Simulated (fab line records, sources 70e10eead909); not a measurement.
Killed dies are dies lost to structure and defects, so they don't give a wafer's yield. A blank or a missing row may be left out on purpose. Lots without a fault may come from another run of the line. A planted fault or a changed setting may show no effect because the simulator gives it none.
A struck lot beside a sound one | flow nand_harc | 13 steps out of a route of 1159
Sound: wafers L324.1, L324.3, L324.6. Struck: wafer L339.4. (L339.2, L339.3 of the same lot were not struck and are left out.) The cause comes at the end.
At each step with rows: each side's tool, then ch and its chambers, then its first start. Under that, the readings that differ: sound wafers | struck wafers | difference of the means | sigmas: that difference in standard deviations of wafers without a fault.
alike: readings whose means differ by less than 2 such deviations, and words and numbers that are the same on both sides. not compared: withheld readings, readings that some wafer has no value for, bounds like >300 that may hide the same value, and numbers for which the record gives no deviation and whose values overlap.
The two part at a step that has a row with sigmas, a row that says differs or no value, or rows on one side only. Numbers that don't overlap but have no deviation are shown without sigmas and don't part them. A reading that every wafer of one side lacks parts them only if that side has two wafers or more.

NHARC_A_WL_FILL_ALD_02: deposits TiN, target thk 2 nm, pulse time 3 s, ald cycles 100.
  sound on ald_metal-04 ch 0,2,3, day 16 10:28; struck on ald_metal-03 ch 3, day 20 12:29
  alike: heater_power_w, precursor_pulse_height_rel
  not compared: since_wet_clean_h
NHARC_A_WL_FILL_CVD_03: deposits W, target thk 40 nm, time 3302 s.
  sound on cvd_w-02 ch 0,1, day 16 12:24; struck on cvd_w-02 ch 0, day 20 17:17
  alike: chamber_pressure_Torr, heater_power_w, mfc_h2_sccm, throttle_valve_pct
  not compared: since_wet_clean_h
then, 1 step without rows for these wafers: NHARC_A_WL_FILL_ETCHBACK_04 (etches the open film in NF3, target depth 60 nm, time 120 s).
NHARC_A_WL_FILL_ETCHBACK_05: etches the open film in Cl2/BCl3, target depth 22 nm, time 60 s.
  sound on rie_metal-03 ch 1, day 16 15:55; struck on rie_metal-02 ch 0, day 20 20:25
  alike: drypump_motor_current_A, oes_product_au
  not compared: rf_hours_counter_h
NHARC_A_WL_FILL_STRIP_27: strips in N2/H2, time 20 s.
  sound on plasma_asher-01 ch 0,1, day 16 16:17; struck on plasma_asher-02 ch 0, day 20 20:33
  alike: drypump_motor_current_A, heater_power_w
  not compared: rf_hours_counter_h
then, 4 steps without rows for these wafers: NHARC_A_WL_FILL_STRIP_28 (strips in post etch residue remover, time 1200 s); NHARC_A_WL_FILL_PRECLEAN_06 (cleans in DIW, time 300 s); NHARC_A_WL_FILL_SRD_07; NHARC_A_WL_FILL_ANNEAL_08 (time 1800 s).
NHARC_A_WL_FILL_ALD_10: deposits SiO2, target thk 50 nm, pulse time 10 s, ald cycles 500.
  sound on ald_hk-04 ch 1,2,3, day 16 20:10; struck on ald_hk-03 ch 1, day 21 00:46
  alike: heater_power_w, precursor_pulse_height_rel
  not compared: since_wet_clean_h
NHARC_A_WL_FILL_ETCHBACK_16: etches the open film in C4F8/O2/Ar, target depth 88 nm, time 17.6 s.
  sound on rie_diel-05 ch 0,1, day 17 00:48; struck on rie_diel-05 ch 0, day 21 04:52
  reading               | sound          | struck | difference | sigmas
  oes_product_au (a.u.) | 1.01 0.99 1.00 | 0.59   | -0.41      | -13
  alike: rf_vpp_V
  not compared: rf_hours_counter_h
then, 1 step without rows for these wafers: NHARC_A_WL_FILL_STRIP_29 (strips in O2, time 20 s).
-- the record jumps here: 4 days lie between the struck wafers' starts before and after (it left off in module A_WL_FILL and takes up again in module END, whose first step shown is number 1159 of the route) --
NHARC_END_SORT_01:
  the record has rows for the struck wafers here (prober-01 ch 0, day 25 03:46) and none for the sound ones

WHERE THEY PART
First at NHARC_A_WL_FILL_ETCHBACK_16; last, within this record, at NHARC_END_SORT_01.

WHY: what the simulator had put in
Process parameter drift: rie_diel-05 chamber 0, from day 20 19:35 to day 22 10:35, at NHARC_A_WL_FILL_ETCHBACK_16. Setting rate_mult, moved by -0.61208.
